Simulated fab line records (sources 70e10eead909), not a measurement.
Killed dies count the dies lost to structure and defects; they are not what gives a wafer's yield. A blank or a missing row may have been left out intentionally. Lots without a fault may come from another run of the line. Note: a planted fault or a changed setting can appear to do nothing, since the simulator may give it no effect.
fab line records	flow nand_harc
[record] lots = 7	wafers = 21	last_day = 34
route steps=1302 shown A_ONON_D2@552 END@1302
lots that met no fault: taken from a fault-free run of the same line
start_h: start of the lot's first displayed wafer, in hours after the record's first day	wait_h: time in hours since the lot's previous step	" repeats the value in the row above	L1.1+2: several wafers, shown together as one row	- no value present, or no start provided	* or withheld: withheld	< > ~ a bound
route shown NAME@n: names a module that has steps shown in the file, with the first one's number in the route	usual: mean/standard deviation of fault-free wafers	same: alike in all rows	chamber/n: place in a boat	sites: the reading at each site	_std_site: the standard deviation of these	_edge_site: outer sites' mean less inner sites'	radius_mm: for every site, how far away it sits from the centre of the wafer	mask NAME#n: copy n	behind: the tool/chamber that last shaped the wafer	hold: why the lot was held/for how many hours/how that ended	device: whichever transistor did not switch (one of n, p or np)	end of line: at the end of the route, the tests of the same wafers	where a step has no rows: the recipe by itself	killed: count of dies lost to structure and defects at first sort (not the wafer's yield)	map: a wafer's dies, marking killed ones x, the rest . and places with no die _
set.NAME: the setting as run; set.NAME@STEP: as run at that earlier step	model.NAME: the simulator's own value behind a step, which no gauge read
certain route steps with their lots: each step a table, each wafer a row
services: when a tool's chamber went out of use (start_h, in hours from the record's first day, below 0 if earlier), for how many hours, and the reason
[[steps]]
[step NHARC_A_ONON_D2_THK_MEAS_11]
[recipe] thk_meas_gauge = ellipsometry
[usual] thk_nm = 1001/11
lot.wafer	tool	chamber	start_h	wait_h	thk_nm
L166.2	film_metro-01	-	312.44	-	993
L166.3	"	-	"	"	992
L166.6	"	-	"	"	992
L171.1	film_metro-01	-	365.36	-	1002
L171.2	"	-	"	"	1003
L171.5	"	-	"	"	1004
L176.1	film_metro-01	-	414.48	-	1001
L176.4	"	-	"	"	1003
L176.6	"	-	"	"	1000
L180.1	film_metro-02	-	457.05	-	1006
L180.3	"	-	"	"	1006
L180.6	"	-	"	"	1005
L181.3	film_metro-02	-	457.36	-	986
L181.5	"	-	"	"	988
L181.6	"	-	"	"	988
L182.3	film_metro-01	-	480.83	-	986
L182.5	"	-	"	"	986
L182.6	"	-	"	"	987
L185.1	film_metro-01	-	515.60	-	1014
L185.3	"	-	"	"	1015
L185.5	"	-	"	"	1013
[step NHARC_A_ONON_D2_DEP_12]
[recipe] target_thk_a = 10000	n2_flow_sccm = 2750	n2o_flow_sccm = 2000	nh3_flow_sccm = 500	sih4_flow_sccm = 210	temp_c = 400
[step NHARC_A_ONON_D2_THK_MEAS_14]
[recipe] thk_meas_gauge = ellipsometry
[usual] thk_nm = 998/8.8
lot.wafer	tool	chamber	start_h	wait_h	thk_nm
L166.2	film_metro-01	-	313.00	-	994
L166.3	"	-	"	"	992
L166.6	"	-	"	"	993
L171.1	film_metro-02	-	365.93	-	998
L171.2	"	-	"	"	999
L171.5	"	-	"	"	998
L176.1	film_metro-01	-	415.04	-	988
L176.4	"	-	"	"	987
L176.6	"	-	"	"	988
L180.1	film_metro-01	-	457.61	-	993
L180.3	"	-	"	"	995
L180.6	"	-	"	"	992
L181.3	film_metro-01	-	457.93	-	1000
L181.5	"	-	"	"	997
L181.6	"	-	"	"	998
L182.3	film_metro-01	-	481.40	-	1012
L182.5	"	-	"	"	1013
L182.6	"	-	"	"	1013
L185.1	film_metro-01	-	516.16	-	1002
L185.3	"	-	"	"	1003
L185.5	"	-	"	"	1003
[step NHARC_A_ONON_D2_ANNEAL_15]
[recipe] temp_c = 750	time_s = 3600
[step NHARC_A_ONON_D2_DEP_16]
[recipe] target_thk_a = 10000	n2_flow_sccm = 2750	n2o_flow_sccm = 2000	nh3_flow_sccm = 500	sih4_flow_sccm = 210	temp_c = 400
[step NHARC_A_ONON_D2_THK_MEAS_18]
[recipe] thk_meas_gauge = ellipsometry
[usual] thk_nm = 998/10
lot.wafer	tool	chamber	start_h	wait_h	thk_nm
L166.2	film_metro-02	-	318.18	-	978
L166.3	"	-	"	"	981
L166.6	"	-	"	"	979
L171.1	film_metro-01	-	371.01	-	1002
L171.2	"	-	"	"	1004
L171.5	"	-	"	"	1001
L176.1	film_metro-01	-	422.61	-	1014
L176.4	"	-	"	"	1014
L176.6	"	-	"	"	1014
L181.3	film_metro-01	-	465.38	-	1003
L181.5	"	-	"	"	1003
L181.6	"	-	"	"	1003
L180.1	film_metro-02	-	465.39	-	974
L180.3	"	-	"	"	975
L180.6	"	-	"	"	972
L182.3	film_metro-02	-	489.13	-	995
L182.5	"	-	"	"	994
L182.6	"	-	"	"	995
L185.1	film_metro-02	-	523.91	-	1007
L185.3	"	-	"	"	1006
L185.5	"	-	"	"	1010
[step NHARC_A_ONON_D2_DEP_19]
[recipe] target_thk_a = 10000	n2_flow_sccm = 2750	n2o_flow_sccm = 2000	nh3_flow_sccm = 500	sih4_flow_sccm = 210	temp_c = 400
[step NHARC_A_ONON_D2_THK_MEAS_21]
[recipe] thk_meas_gauge = ellipsometry
[usual] thk_nm = 1001/10
lot.wafer	tool	chamber	start_h	wait_h	thk_nm
L166.2	film_metro-02	-	318.75	-	1018
L166.3	"	-	"	"	1017
L166.6	"	-	"	"	1018
L171.1	film_metro-01	-	371.59	-	992
L171.2	"	-	"	"	991
L171.5	"	-	"	"	991
L176.1	film_metro-02	-	423.17	-	1004
L176.4	"	-	"	"	1006
L176.6	"	-	"	"	1004
L181.3	film_metro-01	-	465.95	-	989
L181.5	"	-	"	"	989
L181.6	"	-	"	"	987
L180.1	film_metro-02	-	465.96	-	1012
L180.3	"	-	"	"	1010
L180.6	"	-	"	"	1011
L182.3	film_metro-02	-	489.70	-	982
L182.5	"	-	"	"	983
L182.6	"	-	"	"	982
L185.1	film_metro-01	-	524.49	-	1004
L185.3	"	-	"	"	1004
L185.5	"	-	"	"	1003
[step NHARC_A_ONON_D2_DEP_22]
[recipe] target_thk_a = 10000	n2_flow_sccm = 2750	n2o_flow_sccm = 2000	nh3_flow_sccm = 500	sih4_flow_sccm = 210	temp_c = 400
[step NHARC_A_ONON_D2_THK_MEAS_24]
[recipe] thk_meas_gauge = ellipsometry
[usual] thk_nm = 1004/8.6
lot.wafer	tool	chamber	start_h	wait_h	thk_nm
L166.2	film_metro-01	-	319.31	-	1005
L166.3	"	-	"	"	1004
L166.6	"	-	"	"	1004
L171.1	film_metro-02	-	372.16	-	994
L171.2	"	-	"	"	993
L171.5	"	-	"	"	996
L176.1	film_metro-01	-	423.73	-	1014
L176.4	"	-	"	"	1013
L176.6	"	-	"	"	1013
L181.3	film_metro-02	-	466.51	-	1004
L181.5	"	-	"	"	1003
L181.6	"	-	"	"	1002
L180.1	film_metro-01	-	466.53	-	985
L180.3	"	-	"	"	985
L180.6	"	-	"	"	985
L182.3	film_metro-01	-	490.26	-	1013
L182.5	"	-	"	"	1010
L182.6	"	-	"	"	1012
L185.1	film_metro-01	-	525.06	-	1005
L185.3	"	-	"	"	1008
L185.5	"	-	"	"	1007
[step NHARC_A_ONON_D2_DEP_25]
[recipe] target_thk_a = 10000	n2_flow_sccm = 2750	n2o_flow_sccm = 2000	nh3_flow_sccm = 500	sih4_flow_sccm = 210	temp_c = 400
[step NHARC_A_ONON_D2_THK_MEAS_27]
[recipe] thk_meas_gauge = ellipsometry
[usual] thk_nm = 1000/10
lot.wafer	tool	chamber	start_h	wait_h	thk_nm
L166.2	film_metro-01	-	319.88	-	994
L166.3	"	-	"	"	994
L166.6	"	-	"	"	995
L171.1	film_metro-02	-	372.85	-	991
L171.2	"	-	"	"	993
L171.5	"	-	"	"	994
L176.1	film_metro-02	-	424.30	-	988
L176.4	"	-	"	"	988
L176.6	"	-	"	"	988
L181.3	film_metro-02	-	467.07	-	990
L181.5	"	-	"	"	991
L181.6	"	-	"	"	989
L180.1	film_metro-01	-	467.09	-	1021
L180.3	"	-	"	"	1019
L180.6	"	-	"	"	1018
L182.3	film_metro-01	-	490.83	-	1007
L182.5	"	-	"	"	1007
L182.6	"	-	"	"	1006
L185.1	film_metro-01	-	525.63	-	1003
L185.3	"	-	"	"	1005
L185.5	"	-	"	"	1002
[step NHARC_A_ONON_D2_DEP_28]
[recipe] target_thk_a = 10000	n2_flow_sccm = 2750	n2o_flow_sccm = 2000	nh3_flow_sccm = 500	sih4_flow_sccm = 210	temp_c = 400
[usual] n2_flow_sccm = 2749/8	n2o_flow_sccm = 1999/5.5	sih4_flow_sccm = 209.9/0.59
lot.wafer	tool	chamber	start_h	wait_h	n2_flow_sccm	n2o_flow_sccm	sih4_flow_sccm
L166.2	pecvd_onon-03	0	320.00	0.1	2749	2004	209.8
L166.3	"	0	"	"	2744	2002	210.8
L166.6	"	0	"	"	2750	1999	210.9
L171.1	pecvd_onon-01	0	373.04	0.2	2754	2001	209.3
L171.2	"	0	"	"	2758	2010	210.1
L171.5	"	0	"	"	2747	2006	210.2
L176.1	pecvd_onon-03	0	424.35	0.1	2737	2003	210.8
L176.4	"	0	"	"	2739	1997	209.6
L176.6	"	0	"	"	2738	1993	209.2
L180.1	pecvd_onon-01	-	467.15	0.1	-	-	-
L180.3	"	-	"	"	-	-	-
L180.6	"	-	"	"	-	-	-
L181.3	pecvd_onon-03	-	467.24	0.2	-	-	-
L181.5	"	-	"	"	-	-	-
L181.6	"	-	"	"	-	-	-
L182.3	pecvd_onon-02	-	491.00	0.2	-	-	-
L182.5	"	-	"	"	-	-	-
L182.6	"	-	"	"	-	-	-
L185.1	pecvd_onon-01	0	525.68	0.1	2732	1996	210.4
L185.3	"	0	"	"	2733	2000	210.9
L185.5	"	0	"	"	2744	1992	210.9
[step NHARC_A_ONON_D2_DEP_33]
[recipe] target_thk_a = 2000	temp_c = 400	pressure_torr = 6.5	rf_w = 900	teos_flow_sccm = 161.4	flow_sccm = 2650	target_thk_nm = 200	gas = O2	material = SiO2
[usual] chamber_pressure_Torr = 6.499/0.015	flow_sccm = 2652/8.3	heater_power_outer_w = 257/84	heater_power_w = 498/120	rf_fwd_power_W = 898.3/2.7	throttle_valve_pct = 15.9/0.55
lot.wafer	tool	chamber	start_h	wait_h	chamber_pressure_Torr	flow_sccm	heater_power_outer_w	heater_power_w	rf_fwd_power_W	throttle_valve_pct
L166.3	pecvd-04	0	320.68	0.2	6.465	2644	323	642	896.5	16.4
L166.2	"	1	"	"	6.527	2648	285	510	898.4	16.3
L166.6	"	1	"	"	6.527	2644	291	516	899.0	15.9
L171.2	pecvd-04	2	373.60	0.1	6.477	2654	242	483	897.8	16.3
L171.1	"	1	"	"	6.517	2642	299	535	900.9	16.1
L171.5	"	0	"	"	6.497	2642	237	510	898.0	16.5
L176.1	pecvd-03	1	424.93	0.1	6.473	2649	494	831	900.2	15.5
L176.4	"	2	"	"	6.486	2645	281	531	902.1	14.5
L176.6	"	0	"	"	6.522	2662	290	487	903.5	15.0
L180.1	pecvd-02	0	467.72	0.1	6.503	2647	240	512	894.7	15.4
L180.3	"	2	"	"	6.503	2662	159	325	897.3	15.5
L180.6	"	1	"	"	6.492	2649	221	463	896.0	16.6
L181.3	pecvd-03	0	467.73	0.1	6.497	2653	321	548	899.3	15.4
L181.5	"	2	"	"	6.499	2645	330	581	900.5	14.8
L181.6	"	1	"	"	6.511	2640	478	850	893.4	15.6
L182.3	pecvd-02	2	491.45	0.1	6.512	2653	150	298	901.8	15.4
L182.5	"	2	"	"	6.503	2649	159	305	899.3	15.8
L182.6	"	1	"	"	6.502	2656	126	331	894.9	16.7
L185.3	pecvd-02	0	526.25	0.1	6.495	2643	184	443	893.1	15.5
L185.1	"	1	"	"	6.494	2655	191	415	893.8	16.3
L185.5	"	1	"	"	6.523	2655	200	431	893.7	16.3
[step NHARC_A_ONON_D2_INSPECT_32]
[usual] raw_defect_count = 442/240
lot.wafer	tool	chamber	start_h	wait_h	hold	raw_defect_count
L166.2	defect_inspect-01	-	321.18	0.0	-	368
L166.3	"	-	"	"	-	423
L166.6	"	-	"	"	-	533
L171.1	defect_inspect-02	-	374.08	0.0	-	294
L171.2	"	-	"	"	-	293
L171.5	"	-	"	"	-	481
L176.1	defect_inspect-01	-	425.43	0.0	-	1203
L176.4	"	-	"	"	-	921
L176.6	"	-	"	"	-	1005
L181.3	defect_inspect-01	-	471.59	3.3	await_dispo/3.2h/release	367
L181.5	"	-	"	"	await_dispo/3.2h/release	257
L181.6	"	-	"	"	await_dispo/3.2h/release	266
L180.1	defect_inspect-02	-	472.51	4.2	await_dispo/4.1h/release	579
L180.3	"	-	"	"	await_dispo/4.1h/release	423
L180.6	"	-	"	"	await_dispo/4.1h/release	355
L182.3	defect_inspect-01	-	493.97	1.9	await_dispo/1.9h/release	252
L182.5	"	-	"	"	await_dispo/1.9h/release	320
L182.6	"	-	"	"	await_dispo/1.9h/release	222
L185.1	defect_inspect-01	-	526.73	0.0	-	296
L185.3	"	-	"	"	-	430
L185.5	"	-	"	"	-	396
[step NHARC_END_SORT_01]
[recipe] temp_c = 25
[usual] killed_at_array = 56/21	killed_at_other = 1.2/1.6	killed_at_periphery = 3.7/2.5	killed_dies = 61/21	killed_open = 3.1/1.8	killed_short = 2.8/1.7
[same] gross_dies = 677
lot.wafer	tool	chamber	start_h	wait_h	hold	killed_at_array	killed_at_other	killed_at_periphery	killed_dies	killed_open	killed_short
L166.2	prober-01	0	601.64	2.8	-	83	1	4	88	4	2
L166.3	prober-01	0	602.44	3.1	-	55	4	6	65	3	3
L166.6	prober-01	0	604.82	4.0	-	66	0	5	71	5	1
L171.1	prober-01	0	652.58	2.5	-	70	5	3	78	4	2
L171.2	prober-01	0	653.39	2.8	-	73	5	6	84	6	1
L171.5	prober-01	0	655.80	3.7	-	90	2	4	96	3	5
L176.1	prober-02	0	698.12	2.5	-	79	1	0	80	3	2
L176.4	prober-02	0	700.53	3.4	-	98	1	6	105	5	2
L176.6	prober-02	0	702.14	4.0	-	107	0	1	108	1	3
L180.1	prober-01	0	738.78	2.5	await_dispo/0.7h/scrap	672	0	5	677	3	1
L180.3	prober-01	0	740.40	3.1	await_dispo/0.7h/scrap	673	3	1	677	0	3
L180.6	prober-01	0	742.83	4.0	await_dispo/0.7h/scrap	671	1	5	677	7	4
L181.3	prober-02	0	740.35	3.1	await_dispo/2.3h/scrap	670	1	6	677	3	1
L181.5	prober-02	0	741.95	3.7	await_dispo/2.3h/scrap	676	0	1	677	4	0
L181.6	prober-02	0	742.75	4.0	await_dispo/2.3h/scrap	672	0	5	677	5	1
L182.3	prober-01	0	793.08	3.1	await_dispo/3.7h/scrap	672	3	2	677	1	8
L182.5	prober-01	0	794.69	3.7	await_dispo/3.7h/scrap	670	2	5	677	4	3
L182.6	prober-01	0	795.49	4.0	await_dispo/3.7h/scrap	670	3	4	677	3	4
L185.1	prober-01	0	805.01	2.5	-	17	0	3	20	3	1
L185.3	prober-01	0	806.62	3.1	-	22	3	6	31	3	2
L185.5	prober-01	0	808.23	3.7	-	21	1	3	25	3	5
// killed by level:class
L166.2 A_CHANNEL_HOLE_D1:chamber_film_flake=40 A_CHANNEL_HOLE_D2:chamber_film_flake=28 A_SLIT:chamber_film_flake=5 A_STAIRCASE:chamber_film_flake=4 P_M1:geometric_particle:open=3 P_GATE:geometric_particle:short=1 A_ONON_D1:geometric_particle:open=1 A_CHANNEL_FILL_D1:geometric_particle:short=1
L166.3 A_CHANNEL_HOLE_D1:chamber_film_flake=32 A_CHANNEL_HOLE_D2:chamber_film_flake=18 THIN_TSV:chamber_film_flake=4 P_ZERO_WELL:chamber_film_flake=2 P_STI:geometric_particle:open=1 P_GATE:geometric_particle:short=1 P_M0:geometric_particle:short=1 A_CHANNEL_HOLE_D1:geometric_particle:short=1
L166.6 A_CHANNEL_HOLE_D2:chamber_film_flake=31 A_CHANNEL_HOLE_D1:chamber_film_flake=28 P_M0:geometric_particle:open=3 A_DECK1_JOINT:chamber_film_flake=2 A_CONTACT:chamber_film_flake=2 P_GATE:geometric_particle:open=1 A_CHANNEL_HOLE_D1:geometric_particle:open=1 A_SGD_CUT:geometric_particle:short=1
L171.1 A_CHANNEL_HOLE_D1:chamber_film_flake=26 A_CHANNEL_HOLE_D2:chamber_film_flake=16 A_SLIT:chamber_film_flake=11 THIN_TSV:chamber_film_flake=5 A_CONTACT:chamber_film_flake=3 A_ONON_D1:geometric_particle:short=2 A_ONON_D1:geometric_particle:open=2 A_CHANNEL_FILL_D1:chamber_film_flake=2
L171.2 A_CHANNEL_HOLE_D1:chamber_film_flake=31 A_SLIT:chamber_film_flake=18 A_CHANNEL_HOLE_D2:chamber_film_flake=14 THIN_TSV:chamber_film_flake=5 A_M1:chamber_film_flake=3 P_STI:chamber_film_flake=2 P_M1:geometric_particle:open=1 A_ONON_D1:geometric_particle:open=1
L171.5 A_CHANNEL_HOLE_D1:chamber_film_flake=40 A_SLIT:chamber_film_flake=25 A_CHANNEL_HOLE_D2:chamber_film_flake=12 A_CONTACT:chamber_film_flake=4 P_GATE:chamber_film_flake=2 THIN_TSV:chamber_film_flake=2 P_STI:geometric_particle:short=1 A_CHANNEL_HOLE_D1:geometric_particle:short=1
L176.1 A_CHANNEL_HOLE_D1:chamber_film_flake=33 A_SLIT:chamber_film_flake=17 A_CHANNEL_HOLE_D2:chamber_film_flake=12 A_SGD_CUT:chamber_film_flake=5 A_CONTACT:chamber_film_flake=3 A_STAIRCASE:chamber_film_flake=2 A_ONON_D1:geometric_particle:short=1 A_DECK1_JOINT:geometric_particle:short=1
L176.4 A_CHANNEL_HOLE_D1:chamber_film_flake=37 A_SLIT:chamber_film_flake=26 A_CHANNEL_HOLE_D2:chamber_film_flake=23 A_SGD_CUT:chamber_film_flake=4 A_CHANNEL_FILL_D1:chamber_film_flake=2 A_STAIRCASE:chamber_film_flake=2 P_GATE:geometric_particle:open=1 P_M0:geometric_particle:open=1
L176.6 A_CHANNEL_HOLE_D1:chamber_film_flake=35 A_SLIT:chamber_film_flake=31 A_CHANNEL_HOLE_D2:chamber_film_flake=28 A_SGD_CUT:chamber_film_flake=5 A_CONTACT:chamber_film_flake=2 A_ONON_D1:geometric_particle:short=1 A_CHANNEL_HOLE_D1:geometric_particle:short=1 A_WL_FILL:geometric_particle:short=1
L180.1 A_ONON_D2:area_dep=613 A_SLIT:chamber_film_flake=29 A_CHANNEL_HOLE_D1:chamber_film_flake=5 A_M1:chamber_film_flake=4 A_SGD_CUT:chamber_film_flake=4 A_DECK1_JOINT:chamber_film_flake=3 A_STAIRCASE:chamber_film_flake=3 P_M1:chamber_film_flake=2
L181.3 A_ONON_D2:area_dep=621 A_CHANNEL_HOLE_D2:chamber_film_flake=18 A_CHANNEL_HOLE_D1:chamber_film_flake=13 A_STAIRCASE:chamber_film_flake=7 A_SLIT:chamber_film_flake=5 P_STI:chamber_film_flake=2 A_CHANNEL_FILL_D1:chamber_film_flake=2 P_M0:geometric_particle:open=1
L180.3 A_ONON_D2:area_dep=608 A_SLIT:chamber_film_flake=41 A_CHANNEL_HOLE_D1:chamber_film_flake=14 A_CONTACT:chamber_film_flake=4 THIN_TSV:chamber_film_flake=2 A_DECK1_JOINT:geometric_particle:short=1 A_M0:geometric_particle:short=1 STARTING-WAFER:geometric_particle:short=1
L181.5 A_ONON_D2:area_dep=627 A_CHANNEL_HOLE_D2:chamber_film_flake=19 A_CHANNEL_HOLE_D1:chamber_film_flake=11 A_STAIRCASE:chamber_film_flake=7 A_SLIT:chamber_film_flake=4 A_CHANNEL_FILL_D2:chamber_film_flake=2 A_CONTACT:chamber_film_flake=2 P_CONTACT:geometric_particle:open=1
L181.6 A_ONON_D2:area_dep=630 A_CHANNEL_HOLE_D2:chamber_film_flake=21 A_CHANNEL_HOLE_D1:chamber_film_flake=8 A_STAIRCASE:chamber_film_flake=4 A_CONTACT:chamber_film_flake=3 P_STI:chamber_film_flake=2 A_SLIT:chamber_film_flake=2 P_GATE:geometric_particle:short=1
L180.6 A_ONON_D2:area_dep=624 A_SLIT:chamber_film_flake=25 A_CHANNEL_HOLE_D1:chamber_film_flake=7 A_CONTACT:chamber_film_flake=4 A_CHANNEL_FILL_D1:geometric_particle:open=2 P_BONDPAD:chamber_film_flake=2 P_GATE:geometric_particle:open=1 P_M0:geometric_particle:open=1
L182.3 A_ONON_D2:area_dep=582 A_SLIT:chamber_film_flake=29 A_CHANNEL_HOLE_D2:chamber_film_flake=23 A_CHANNEL_HOLE_D1:chamber_film_flake=13 A_CONTACT:chamber_film_flake=11 A_M1:geometric_particle:short=3 THIN_TSV:chamber_film_flake=3 A_M0:chamber_film_flake=2
L182.5 A_ONON_D2:area_dep=599 A_SLIT:chamber_film_flake=30 A_CHANNEL_HOLE_D2:chamber_film_flake=18 A_CHANNEL_HOLE_D1:chamber_film_flake=8 A_CONTACT:chamber_film_flake=8 A_WL_FILL:geometric_particle:open=2 THIN_TSV:chamber_film_flake=2 P_GATE:geometric_particle:short=1
L182.6 A_ONON_D2:area_dep=591 A_SLIT:chamber_film_flake=27 A_CHANNEL_HOLE_D2:chamber_film_flake=25 A_CHANNEL_HOLE_D1:chamber_film_flake=15 A_CONTACT:chamber_film_flake=5 THIN_TSV:chamber_film_flake=3 P_CONTACT:geometric_particle:short=1 P_CONTACT:geometric_particle:open=1
L185.1 A_SLIT:chamber_film_flake=8 A_CHANNEL_HOLE_D2:chamber_film_flake=2 A_STAIRCASE:chamber_film_flake=2 A_CONTACT:chamber_film_flake=2 P_CONTACT:geometric_particle:short=1 P_M1:geometric_particle:open=1 A_SOURCE_PLATE:geometric_particle:open=1 A_M0:geometric_particle:open=1
L185.3 A_SLIT:chamber_film_flake=10 P_GATE:chamber_film_flake=5 A_CONTACT:chamber_film_flake=5 THIN_TSV:chamber_film_flake=3 A_STAIRCASE:chamber_film_flake=2 P_CONTACT:geometric_particle:open=1 A_CHANNEL_FILL_D1:geometric_particle:short=1 A_DECK1_JOINT:geometric_particle:short=1
L185.5 A_SLIT:chamber_film_flake=8 A_CONTACT:chamber_film_flake=3 A_WL_FILL:geometric_particle:short=2 A_CHANNEL_HOLE_D1:chamber_film_flake=2 P_STI:geometric_particle:short=1 P_CONTACT:geometric_particle:open=1 A_SOURCE_PLATE:geometric_particle:short=1 A_SOURCE_PLATE:geometric_particle:open=1
// map L180.1 (x killed, . not)
____________x____________
_________xxxxxxx_________
_______xxxxxxxxxxx_______
______xxxxxxxxxxxxx______
_____xxxxxxxxxxxxxxx_____
____xxxxxxxxxxxxxxxxx____
____xxxxxxxxxxxxxxxxx____
___xxxxxxxxxxxxxxxxxxx___
___xxxxxxxxxxxxxxxxxxx___
__xxxxxxxxxxxxxxxxxxxxx__
__xxxxxxxxxxxxxxxxxxxxx__
_xxxxxxxxxxxxxxxxxxxxxxx_
_xxxxxxxxxxxxxxxxxxxxxxx_
_xxxxxxxxxxxxxxxxxxxxxxx_
_xxxxxxxxxxxxxxxxxxxxxxx_
_xxxxxxxxxxxxxxxxxxxxxxx_
xxxxxxxxxxxxxxxxxxxxxxxxx
xxxxxxxxxxxxxxxxxxxxxxxxx
xxxxxxxxxxxxxxxxxxxxxxxxx
xxxxxxxxxxxxxxxxxxxxxxxxx
xxxxxxxxxxxxxxxxxxxxxxxxx
_xxxxxxxxxxxxxxxxxxxxxxx_
_xxxxxxxxxxxxxxxxxxxxxxx_
_xxxxxxxxxxxxxxxxxxxxxxx_
_xxxxxxxxxxxxxxxxxxxxxxx_
_xxxxxxxxxxxxxxxxxxxxxxx_
__xxxxxxxxxxxxxxxxxxxxx__
__xxxxxxxxxxxxxxxxxxxxx__
___xxxxxxxxxxxxxxxxxxx___
___xxxxxxxxxxxxxxxxxxx___
____xxxxxxxxxxxxxxxxx____
____xxxxxxxxxxxxxxxxx____
_____xxxxxxxxxxxxxxx_____
______xxxxxxxxxxxxx______
_______xxxxxxxxxxx_______
_________xxxxxxx_________
____________x____________
// map L181.3 (x killed, . not)
____________x____________
_________xxxxxxx_________
_______xxxxxxxxxxx_______
______xxxxxxxxxxxxx______
_____xxxxxxxxxxxxxxx_____
____xxxxxxxxxxxxxxxxx____
____xxxxxxxxxxxxxxxxx____
___xxxxxxxxxxxxxxxxxxx___
___xxxxxxxxxxxxxxxxxxx___
__xxxxxxxxxxxxxxxxxxxxx__
__xxxxxxxxxxxxxxxxxxxxx__
_xxxxxxxxxxxxxxxxxxxxxxx_
_xxxxxxxxxxxxxxxxxxxxxxx_
_xxxxxxxxxxxxxxxxxxxxxxx_
_xxxxxxxxxxxxxxxxxxxxxxx_
_xxxxxxxxxxxxxxxxxxxxxxx_
xxxxxxxxxxxxxxxxxxxxxxxxx
xxxxxxxxxxxxxxxxxxxxxxxxx
xxxxxxxxxxxxxxxxxxxxxxxxx
xxxxxxxxxxxxxxxxxxxxxxxxx
xxxxxxxxxxxxxxxxxxxxxxxxx
_xxxxxxxxxxxxxxxxxxxxxxx_
_xxxxxxxxxxxxxxxxxxxxxxx_
_xxxxxxxxxxxxxxxxxxxxxxx_
_xxxxxxxxxxxxxxxxxxxxxxx_
_xxxxxxxxxxxxxxxxxxxxxxx_
__xxxxxxxxxxxxxxxxxxxxx__
__xxxxxxxxxxxxxxxxxxxxx__
___xxxxxxxxxxxxxxxxxxx___
___xxxxxxxxxxxxxxxxxxx___
____xxxxxxxxxxxxxxxxx____
____xxxxxxxxxxxxxxxxx____
_____xxxxxxxxxxxxxxx_____
______xxxxxxxxxxxxx______
_______xxxxxxxxxxx_______
_________xxxxxxx_________
____________x____________
[[services]]
tool	chamber	start_h	hours	kind
pecvd-02	2	331.50	2.7	repair
pecvd-04	-	344.28	4.8	repair
pecvd-03	-	366.35	13.0	pm
pecvd-03	0	366.35	15.3	vent_cycle
pecvd-03	1	366.35	15.3	vent_cycle
pecvd-03	2	366.35	15.3	vent_cycle
pecvd_onon-02	-	366.61	13.0	pm
pecvd-03	2	384.68	16.1	repair
pecvd-02	0	404.50	20.8	repair
pecvd_onon-03	-	408.00	13.0	pm
pecvd-02	-	408.71	13.0	pm
pecvd-02	1	408.71	13.0	vent_cycle
pecvd-02	2	408.71	13.1	vent_cycle
pecvd-02	1	421.71	-	clean
pecvd_onon-01	-	450.07	13.0	pm
pecvd-04	-	450.21	13.0	pm
pecvd-04	0	450.21	13.0	vent_cycle
pecvd-04	1	450.21	13.0	vent_cycle
pecvd-04	2	450.21	13.0	vent_cycle
pecvd-02	1	454.41	6.2	repair
pecvd-04	0	463.21	-	clean
pecvd-04	1	463.21	-	clean
pecvd-03	0	480.89	9.1	repair
pecvd-04	-	502.11	2.8	repair
[[key]]
[first_sign] step = NHARC_A_ONON_D2_DEP_28	reading = tool_record	direction = missing
[effect] step = NHARC_END_SORT_01	reading = killed_at_array	direction = up	sigmas = 29	usual = 56	struck = 672
[more_kills_born_at] NHARC_A_ONON_D2_DEP_28@pecvd_onon-03 = 1878	NHARC_A_ONON_D2_DEP_28@pecvd_onon-01 = 1845	NHARC_A_ONON_D2_DEP_28@pecvd_onon-02 = 1772
met_at NHARC_A_ONON_D2_DEP_28
struck_wafers L180.1,L180.3,L180.6,L181.3,L181.5,L181.6,L182.3,L182.5,L182.6
later_rows_left_out L180.1,L180.3,L180.6,L181.3,L181.5,L181.6,L182.3,L182.5,L182.6
tester_left_out L180,L181,L182
onset_between 424.35 467.15
[fault] kind = skipped_step_whole	tool = pecvd_onon-01,pecvd_onon-02,pecvd_onon-03	chamber = -	onset_h = 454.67	steps = NHARC_A_ONON_D2_DEP_28	scope = struck_lots_only
// tester_left_out: of these lots the tester's yield and bins aren't shown, on N5 and GAA mostly nor the transistor test; their killed dies are dies lost to structure and defects alone, not to doping, threshold or leakage, so they don't give the yield
// later_rows_left_out: the simulator's readings of these wafers behind a module that went badly wrong aren't trusted and aren't shown, but for the sort
